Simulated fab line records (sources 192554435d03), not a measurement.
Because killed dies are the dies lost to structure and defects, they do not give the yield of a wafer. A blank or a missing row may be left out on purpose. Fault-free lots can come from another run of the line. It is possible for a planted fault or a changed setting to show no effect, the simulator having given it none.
Which tool is to blame? :: flow n5Finfet :: 18 wafers from 7 lots sampled at 3 of the route's 1938 steps

WHAT EACH GAUGE READ, for each wafer
N5_BEOL_M0_SAQP_THK_MEAS_05.
lot: L581
measured: day 5 14:59
on: filmMetro-02
thkNm (nm): 58.9 60.4

lot: L583
measured: day 6 04:46
on: filmMetro-01
thkNm (nm): 58.9 60.4

lot: L591
measured: day 8 03:17
on: filmMetro-02
thkNm (nm): 22.7 23.5 23.4

lot: L592
measured: day 8 13:43
on: filmMetro-01
thkNm (nm): 22.7 23.0 23.7

lot: L597
measured: day 10 04:08
on: filmMetro-02
thkNm (nm): 59.3 60.1

lot: L599
measured: day 10 14:58
on: filmMetro-02
thkNm (nm): 60.2 59.5 60.4

lot: L602
measured: day 10 23:43
on: filmMetro-02
thkNm (nm): 59.4 61.1 61.6

WHICH TOOL RAN EACH LOT (tool, then ch and the chambers of the sampled wafers, then the start)
lot: L581
N5_MOL_CONTACT_COAG_STRIP_49: plasmaAsher-02 ch 0,1, day 5 09:05
N5_BEOL_M0_SAQP_PECVD_04: pecvd-03 ch 0,2, day 5 14:53

lot: L583
N5_MOL_CONTACT_COAG_STRIP_49: plasmaAsher-01 ch 0, day 5 22:08
N5_BEOL_M0_SAQP_PECVD_04: pecvd-03 ch 1,2, day 6 04:39

lot: L591
N5_MOL_CONTACT_COAG_STRIP_49: plasmaAsher-01 ch 0,1, day 7 20:13
N5_BEOL_M0_SAQP_PECVD_04: pecvd-02 ch 0,1,2, day 8 03:11

lot: L592
N5_MOL_CONTACT_COAG_STRIP_49: plasmaAsher-01 ch 0,1, day 8 08:35
N5_BEOL_M0_SAQP_PECVD_04: pecvd-03 ch 0,1,2, day 8 13:37

lot: L597
N5_MOL_CONTACT_COAG_STRIP_49: plasmaAsher-02 ch 0,1, day 9 20:16
N5_BEOL_M0_SAQP_PECVD_04: pecvd-02 ch 0,1, day 10 04:01

lot: L599
N5_MOL_CONTACT_COAG_STRIP_49: plasmaAsher-01 ch 0,1, day 10 09:22
N5_BEOL_M0_SAQP_PECVD_04: pecvd-02 ch 0,1, day 10 14:52

lot: L602
N5_MOL_CONTACT_COAG_STRIP_49: plasmaAsher-01 ch 0,1, day 10 18:35
N5_BEOL_M0_SAQP_PECVD_04: pecvd-04 ch 0,1,2, day 10 23:38
- N5_MOL_CONTACT_COAG_STRIP_49: strips in N2/H2, time 30 s.
- N5_BEOL_M0_SAQP_PECVD_04: deposits a-Si from SiH4/He, target thk 60 nm, time 60.2 s.

THE ANSWER, worked out from the rows above alone
Rule: what is usual is taken from the lots themselves. Put in order of their means at a reading, lots are off if they are a third of the lots or fewer, leave a main group of 4 or more, and stand apart from it by a gap of 3 or more times the standard deviation of the main group's means; of several such gaps the widest counts. A main group is skipped when, at the precision printed for the reading in the tables above, its means are all equal. Also off: a lot with no number at a reading for which 4 or more lots have one. Any other lot the step has rows for is counted as sound.
Off, at N5_BEOL_M0_SAQP_THK_MEAS_05 on thkNm: L591, L592. Main group: mean 59.9 nm, sd 0.4.
A tool fits if, at a process step before that reading, it ran every lot that is off, and no sound lot after the first of them. The gauges at N5_BEOL_M0_SAQP_THK_MEAS_05 are tried like those tools. Not one of the candidates tried fits.

WHAT THE SIMULATOR HAD PUT IN
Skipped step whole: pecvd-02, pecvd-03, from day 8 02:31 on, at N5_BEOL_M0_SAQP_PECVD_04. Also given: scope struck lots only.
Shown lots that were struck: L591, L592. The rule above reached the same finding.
